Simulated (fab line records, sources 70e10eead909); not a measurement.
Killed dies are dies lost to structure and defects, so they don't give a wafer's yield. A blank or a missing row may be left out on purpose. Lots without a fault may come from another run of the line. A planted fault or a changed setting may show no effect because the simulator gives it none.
A struck lot beside a sound one | flow nand_harc | 15 steps out of a route of 1302
Sound: wafers L710.1, L710.2, L710.5. Struck: wafers L717.1, L717.4, L717.6. The cause comes at the end.
At each step with rows: each side's tool, then ch and its chambers, then its first start. Under that, the readings that differ: sound wafers | struck wafers | difference of the means | sigmas: that difference in standard deviations of wafers without a fault.
alike: readings whose means differ by less than 2 such deviations, and words and numbers that are the same on both sides. not compared: withheld readings, readings that some wafer has no value for, bounds like >300 that may hide the same value, and numbers for which the record gives no deviation and whose values overlap.
The two part at a step that has a row with sigmas, a row that says differs or no value, or rows on one side only. Numbers that don't overlap but have no deviation are shown without sigmas and don't part them. A reading that every wafer of one side lacks parts them only if that side has two wafers or more.

first, 1 step without rows for these wafers: NHARC_A_ONON_D1_DEP_06 (target thk 1000 nm).
NHARC_A_ONON_D1_THK_MEAS_08: measures by ellipsometry.
  sound on film_metro-01, day 10 07:47; struck on film_metro-02, day 12 14:33
  alike: thk_nm
then, 1 step without rows for these wafers: NHARC_A_ONON_D1_DEP_09 (target thk 1000 nm).
NHARC_A_ONON_D1_THK_MEAS_11: measures by ellipsometry.
  sound on film_metro-01, day 10 08:21; struck on film_metro-02, day 12 15:07
  alike: thk_nm
then, 1 step without rows for these wafers: NHARC_A_ONON_D1_DEP_12 (target thk 1000 nm).
NHARC_A_ONON_D1_THK_MEAS_14: measures by ellipsometry.
  sound on film_metro-01, day 10 08:55; struck on film_metro-02, day 12 15:40
  alike: thk_nm
then, 2 steps without rows for these wafers: NHARC_A_ONON_D1_ANNEAL_15 (time 3600 s); NHARC_A_ONON_D1_DEP_16 (target thk 1000 nm).
NHARC_A_ONON_D1_THK_MEAS_18: measures by ellipsometry.
  sound on film_metro-02, day 10 18:54; struck on film_metro-01, day 12 23:29
  reading     | sound          | struck      | difference | sigmas
  thk_nm (nm) | 1013 1014 1012 | 984 982 983 | -30        | -3
then, 1 step without rows for these wafers: NHARC_A_ONON_D1_DEP_19 (target thk 1000 nm).
NHARC_A_ONON_D1_THK_MEAS_21: measures by ellipsometry.
  sound on film_metro-02, day 10 19:28; struck on film_metro-01, day 13 00:04
  alike: thk_nm
NHARC_A_ONON_D1_DEP_22: target thk 1000 nm.
  sound on pecvd_onon-01 ch 0, day 10 19:31; struck on pecvd_onon-03 ch 0, day 13 00:07
NHARC_A_ONON_D1_THK_MEAS_24: measures by ellipsometry.
  sound on film_metro-01, day 10 20:02; struck on film_metro-01, day 13 00:38
  reading     | sound       | struck      | difference | sigmas
  thk_nm (nm) | 991 990 992 | 690 689 689 | -302       | -36
then, 1 step without rows for these wafers: NHARC_A_ONON_D1_DEP_25 (target thk 1000 nm).
-- the record jumps here: 17 days lie between the struck wafers' starts before and after (it left off in module A_ONON_D1 and takes up again in module END, whose first step shown is number 1302 of the route) --
NHARC_END_SORT_01:
  the record has rows for the struck wafers here (prober-01 ch 0, day 29 17:53) and none for the sound ones

WHERE THEY PART
First at NHARC_A_ONON_D1_THK_MEAS_18; last, within this record, at NHARC_END_SORT_01.

WHY: what the simulator had put in
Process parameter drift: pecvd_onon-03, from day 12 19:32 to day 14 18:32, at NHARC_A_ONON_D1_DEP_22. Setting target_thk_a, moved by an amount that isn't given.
